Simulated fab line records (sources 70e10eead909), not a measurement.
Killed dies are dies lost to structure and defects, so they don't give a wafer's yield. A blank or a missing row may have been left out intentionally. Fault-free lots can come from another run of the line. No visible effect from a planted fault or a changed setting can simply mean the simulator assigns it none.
Which tool did it? / flow nand-harc / 20 wafers from 7 lots sampled at 2 of the route's 1159 steps

== WHAT EACH GAUGE READ, for each wafer ==
NHARC_A_ONON_D1_THK_MEAS_18: measures by ellipsometry.
lot=L971; measured=day 8 17:27; on=film-metro-02; thk-nm (nm)=1011 1011 1009
lot=L973; measured=day 9 02:29; on=film-metro-01; thk-nm (nm)=1004 1003 1004
lot=L975; measured=day 9 22:43; on=film-metro-02; thk-nm (nm)=1008 1006 1007
lot=L977; measured=day 9 22:43; on=film-metro-02; thk-nm (nm)=1004 1005 1003
lot=L978; measured=day 10 09:06; on=film-metro-01; thk-nm (nm)=1005 1004 1004
lot=L980; measured=day 11 04:02; on=film-metro-02; thk-nm (nm)=997 1946 998
lot=L986; measured=day 12 04:18; on=film-metro-01; thk-nm (nm)=1956 1008

== WHAT TOOL EACH LOT RAN ON (gives the tool, then ch and the chambers of the sampled wafers, and finally the start) ==
lot=L971; NHARC_A_ONON_D1_DEP_16=pecvd-onon-02 ch 0, day 8 16:56
lot=L973; NHARC_A_ONON_D1_DEP_16=pecvd-onon-02 ch 0, day 9 01:58
lot=L975; NHARC_A_ONON_D1_DEP_16=pecvd-onon-03 ch 0, day 9 22:23
lot=L977; NHARC_A_ONON_D1_DEP_16=pecvd-onon-04 ch 0, day 9 22:13
lot=L978; NHARC_A_ONON_D1_DEP_16=pecvd-onon-02 ch 0, day 10 08:35
lot=L980; NHARC_A_ONON_D1_DEP_16=pecvd-onon-02 ch 0, day 11 03:35
lot=L986; NHARC_A_ONON_D1_DEP_16=pecvd-onon-02 ch 0, day 12 03:57
- NHARC_A_ONON_D1_DEP_16: target thk 1000 nm.

== THE ANSWER, worked out from the rows above alone ==
Rule: usual is defined by the lots themselves. Put in order of their means at a reading, lots are off if they are a third of the lots or fewer, leave a main group of 4 or more, and stand apart from it by a gap of 3 or more times the standard deviation of the main group's means; of several such gaps the widest counts. A main group is skipped when, at the precision printed for the reading in the tables above, its means are all equal. Also off: a lot with no number at a reading for which 4 or more lots have one. Any other lot the step has rows for is counted as sound.
Off, at NHARC_A_ONON_D1_THK_MEAS_18 on thk-nm: L980, L986. For the main group the mean is 1006 nm and the standard deviation 2.5.
A tool fits if, at a process step before that reading, it ran every lot that is off, and no sound lot after the first of them. Gauges at NHARC_A_ONON_D1_THK_MEAS_18: tried the same way as those tools. One fits: NHARC_A_ONON_D1_DEP_16 on pecvd-onon-02. A fault onset in the window from L978 (day 10 08:35, its last sound lot) to L980 (day 11 03:35, its first lot off) fits.

== WHAT THE SIMULATOR HAD INSERTED ==
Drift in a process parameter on pecvd-onon-02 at NHARC_A_ONON_D1_DEP_16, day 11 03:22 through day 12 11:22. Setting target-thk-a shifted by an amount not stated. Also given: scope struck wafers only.
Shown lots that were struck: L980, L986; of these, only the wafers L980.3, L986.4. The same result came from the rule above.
